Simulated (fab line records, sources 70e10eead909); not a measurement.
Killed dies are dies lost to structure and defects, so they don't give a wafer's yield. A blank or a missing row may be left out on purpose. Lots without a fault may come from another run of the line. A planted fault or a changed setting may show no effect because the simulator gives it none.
Which tool did it? | flow nand_harc | 12 lots, 36 wafers sampled, at 6 steps of a route of 1159

WHAT THE GAUGES READ, wafer by wafer
NHARC_P_GATE_CD_MEAS_59: target cd 720 nm.
lot  | measured     | on        | cd_nm (nm)
L643 | day 4 23:21  | cd_sem-01 | 719.3 721.8 724.3
L645 | day 5 17:38  | cd_sem-03 | 720.2 719.6 719.3
L649 | day 6 22:35  | cd_sem-02 | 719.2 719.7 722.2
L650 | day 7 01:22  | cd_sem-03 | 718.6 720.0 721.7
L651 | day 7 08:48  | cd_sem-01 | - - -
L659 | day 9 11:17  | cd_sem-02 | 721.1 721.1 718.9
L660 | day 9 15:38  | cd_sem-02 | 717.4 719.1 717.5
L662 | day 10 06:23 | cd_sem-03 | 719.2 717.0 720.3
L664 | day 10 06:52 | cd_sem-01 | 717.4 716.7 720.2
L663 | day 10 07:02 | cd_sem-03 | 718.4 723.1 722.5
L665 | day 10 16:37 | cd_sem-02 | 720.1 724.2 720.7
L666 | day 10 22:17 | cd_sem-01 | 723.7 720.0 718.8

NHARC_END_SORT_01.
lot  | measured     | on        | killed_at_array | killed_at_other | killed_at_periphery | killed_dies | killed_open | killed_short
L643 | day 19 18:32 | prober-01 | 32 31 29        | 0 0 0           | 2 2 3               | 34 33 32    | 1 2 2       | 2 4 5
L645 | day 20 10:50 | prober-02 | 14 18 10        | 0 0 0           | 0 2 1               | 14 20 11    | 6 4 4       | 0 1 1
L649 | day 21 02:38 | prober-01 | 25 27 24        | 1 5 1           | 4 11 10             | 30 43 35    | 4 5 3       | 2 1 0
L650 | day 21 01:56 | prober-02 | 33 33 37        | 0 0 0           | 3 0 4               | 36 33 41    | 3 3 4       | 1 1 0
L651 | day 21 22:35 | prober-02 | 31 32 28        | 2 2 1           | 644 643 648         | 677 677 677 | 4 3 3       | 1 0 1
L659 | day 24 08:30 | prober-02 | 35 30 46        | 1 3 1           | 2 2 3               | 38 35 50    | 2 3 5       | 1 4 7
L660 | day 24 15:31 | prober-02 | 37 36 40        | 0 0 1           | 6 4 2               | 43 40 43    | 5 2 6       | 3 2 2
L662 | day 24 14:22 | prober-01 | 49 50 43        | 0 0 0           | 5 9 2               | 54 59 45    | 6 4 3       | 4 1 1
L664 | day 24 23:18 | prober-02 | 50 41 49        | 0 0 1           | 2 1 3               | 52 42 53    | 1 1 5       | 0 2 2
L663 | day 24 22:11 | prober-01 | 29 15 28        | 1 1 0           | 1 3 5               | 31 19 33    | 4 3 1       | 4 1 1
L665 | day 25 15:50 | prober-02 | 33 40 40        | 0 0 1           | 3 0 0               | 36 40 41    | 3 2 1       | 2 2 2
L666 | day 25 06:50 | prober-01 | 18 21 13        | 0 0 1           | 3 5 2               | 21 26 16    | 4 5 3       | 4 2 1

WHICH TOOL RAN EACH LOT (tool, then ch and the chambers of the sampled wafers, then the start)
lot  | NHARC_P_GATE_DESCUM_48             | NHARC_P_GATE_STRIP_111               | NHARC_P_GATE_STRIP_75                | NHARC_P_GATE_EXPOSE_56
L643 | rie_diel-10 ch 1,2, day 4 21:43    | plasma_asher-01 ch 0, day 4 22:08    | plasma_asher-01 ch 0, day 4 22:26    | krf_scanner-04 ch 0, day 4 23:12
L645 | rie_diel-07 ch 0,2, day 5 15:59    | plasma_asher-01 ch 0,1, day 5 16:25  | plasma_asher-01 ch 0,1, day 5 16:43  | krf_scanner-01 ch 0, day 5 17:29
L649 | rie_diel-07 ch 0,2,3, day 6 21:08  | plasma_asher-01 ch 0, day 6 21:31    | plasma_asher-01 ch 0, day 6 21:47    | krf_scanner-03 ch 0, day 6 22:26
L650 | rie_diel-07 ch 1,3, day 6 23:46    | plasma_asher-01 ch 0,1, day 7 00:11  | plasma_asher-01 ch 0,1, day 7 00:27  | krf_scanner-04 ch 0, day 7 01:12
L651 | rie_diel-09 ch 1,2,3, day 7 07:14  | plasma_asher-02 ch 0,1, day 7 07:37  | plasma_asher-02 ch 0,1, day 7 07:53  | krf_scanner-03 ch 0, day 7 08:39
L659 | rie_diel-10 ch 1,2,3, day 9 09:40  | plasma_asher-02 ch 0,1, day 9 10:03  | plasma_asher-02 ch 0,1, day 9 10:21  | krf_scanner-03 ch 0, day 9 11:08
L660 | rie_diel-07 ch 0,1,3, day 9 14:09  | plasma_asher-02 ch 0,1, day 9 14:31  | plasma_asher-02 ch 0,1, day 9 14:49  | krf_scanner-03 ch 0, day 9 15:28
L662 | rie_diel-07 ch 0,2,3, day 10 04:56 | plasma_asher-02 ch 0,1, day 10 05:19 | plasma_asher-02 ch 0,1, day 10 05:35 | krf_scanner-04 ch 0, day 10 06:13
L664 | rie_diel-07 ch 0,1,3, day 10 05:17 | plasma_asher-01 ch 0,1, day 10 05:41 | plasma_asher-01 ch 0,1, day 10 05:57 | krf_scanner-03 ch 0, day 10 06:43
L663 | rie_diel-07 ch 0,1,3, day 10 05:26 | plasma_asher-02 ch 0,1, day 10 05:48 | plasma_asher-02 ch 0,1, day 10 06:05 | krf_scanner-04 ch 0, day 10 06:53
L665 | rie_diel-10 ch 1,2,3, day 10 15:03 | plasma_asher-01 ch 0,1, day 10 15:23 | plasma_asher-01 ch 0,1, day 10 15:41 | krf_scanner-01 ch 0, day 10 16:28
L666 | rie_diel-09 ch 1,3, day 10 20:49   | plasma_asher-02 ch 0,1, day 10 21:11 | plasma_asher-02 ch 0,1, day 10 21:29 | krf_scanner-01 ch 0, day 10 22:08
- NHARC_P_GATE_DESCUM_48: chemistry O2, time 3 s.
- NHARC_P_GATE_STRIP_111: strips in N2/H2, time 250 s.
- NHARC_P_GATE_STRIP_75: strips in O2.
- NHARC_P_GATE_EXPOSE_56: exposes mask P PSD, target cd 720 nm.

WHAT THE TOOLS THEMSELVES READ (means of the sampled wafers that have a number; where no wafer has one, the mark that the record gives instead)
NHARC_P_GATE_DESCUM_48.
lot  | tool        | drypump_motor_current_A (A) | oes_product_au (a.u.) | rf_vpp_V (V) | showerhead_plenum_p_Torr (Torr) | throttle_valve_pct (%)
L643 | rie_diel-10 | 6.0                         | 0.990                 | 57.9         | 1.90                            | 11.308
L645 | rie_diel-07 | 5.8                         | 1.004                 | 57.4         | 1.88                            | 11.302
L649 | rie_diel-07 | 5.9                         | 0.998                 | 57.3         | 1.92                            | 11.303
L650 | rie_diel-07 | 6.1                         | 1.004                 | 57.3         | 1.92                            | 11.312
L651 | rie_diel-09 | 5.5                         | 1.001                 | 59.7         | 2.02                            | 11.314
L659 | rie_diel-10 | 5.8                         | 0.994                 | 59.4         | 2.03                            | 11.304
L660 | rie_diel-07 | 6.2                         | 0.989                 | 58.0         | 1.94                            | 11.315
L662 | rie_diel-07 | 6.0                         | 0.993                 | 57.7         | 1.91                            | 11.305
L664 | rie_diel-07 | 6.1                         | 0.996                 | 57.3         | 1.94                            | 11.313
L663 | rie_diel-07 | 6.2                         | 0.996                 | 57.8         | 1.94                            | 11.312
L665 | rie_diel-10 | 5.8                         | 0.994                 | 58.4         | 2.03                            | 11.314
L666 | rie_diel-09 | 5.5                         | 0.999                 | 58.1         | 1.96                            | 11.308

NHARC_P_GATE_STRIP_111.
lot  | tool            | drypump_motor_current_A (A) | heater_power_w (W)
L643 | plasma_asher-01 | 5.4                         | 99
L645 | plasma_asher-01 | 5.8                         | 86
L649 | plasma_asher-01 | 5.3                         | 94
L650 | plasma_asher-01 | 5.9                         | 85
L651 | plasma_asher-02 | 5.4                         | 84
L659 | plasma_asher-02 | 5.5                         | 81
L660 | plasma_asher-02 | 5.4                         | 85
L662 | plasma_asher-02 | 5.5                         | 83
L664 | plasma_asher-01 | 5.9                         | 84
L663 | plasma_asher-02 | 5.6                         | 83
L665 | plasma_asher-01 | 5.6                         | 89
L666 | plasma_asher-02 | 5.4                         | 86

NHARC_P_GATE_STRIP_75.
lot  | tool            | drypump_motor_current_A (A) | heater_power_w (W)
L643 | plasma_asher-01 | 5.3                         | 375
L645 | plasma_asher-01 | 5.9                         | 317
L649 | plasma_asher-01 | 5.4                         | 356
L650 | plasma_asher-01 | 5.8                         | 314
L651 | plasma_asher-02 | 5.3                         | 307
L659 | plasma_asher-02 | 5.5                         | 305
L660 | plasma_asher-02 | 5.4                         | 323
L662 | plasma_asher-02 | 5.5                         | 310
L664 | plasma_asher-01 | 5.9                         | 318
L663 | plasma_asher-02 | 5.5                         | 311
L665 | plasma_asher-01 | 5.6                         | 336
L666 | plasma_asher-02 | 5.4                         | 329

THE ANSWER, worked out from the rows above alone
Rule: what is usual is taken from the lots themselves. Put in order of their means at a reading, lots are off if they are a third of the lots or fewer, leave a main group of 4 or more, and stand apart from it by a gap of 3 or more times the standard deviation of the main group's means; of several such gaps the widest counts. A main group whose means are all the same, to the digits that the tables above print for the reading, isn't used. A lot without any number at a reading at which 4 lots or more have one is off too. The other lots that the step has rows for count as sound. The gauges are gone through in route order, then the tools' own readings, and for those a lot's mean is taken as printed above. The first step at which some lot is off is used, and at that step the reading that is off furthest; a lot without a number counts as furthest.
Off: L651, at NHARC_P_GATE_CD_MEAS_59 (cd_nm). Without a number there: L651. The main group: mean 720.1 nm, standard deviation 1.3.
A tool fits if, at a process step before that reading, it ran every lot that is off, and no sound lot after the first of them. The gauges at NHARC_P_GATE_CD_MEAS_59 aren't tried: what is off there is off at NHARC_END_SORT_01 too, on other tools, and a gauge's error can't cause that. None of those tried fits.

WHAT THE SIMULATOR HAD PUT IN
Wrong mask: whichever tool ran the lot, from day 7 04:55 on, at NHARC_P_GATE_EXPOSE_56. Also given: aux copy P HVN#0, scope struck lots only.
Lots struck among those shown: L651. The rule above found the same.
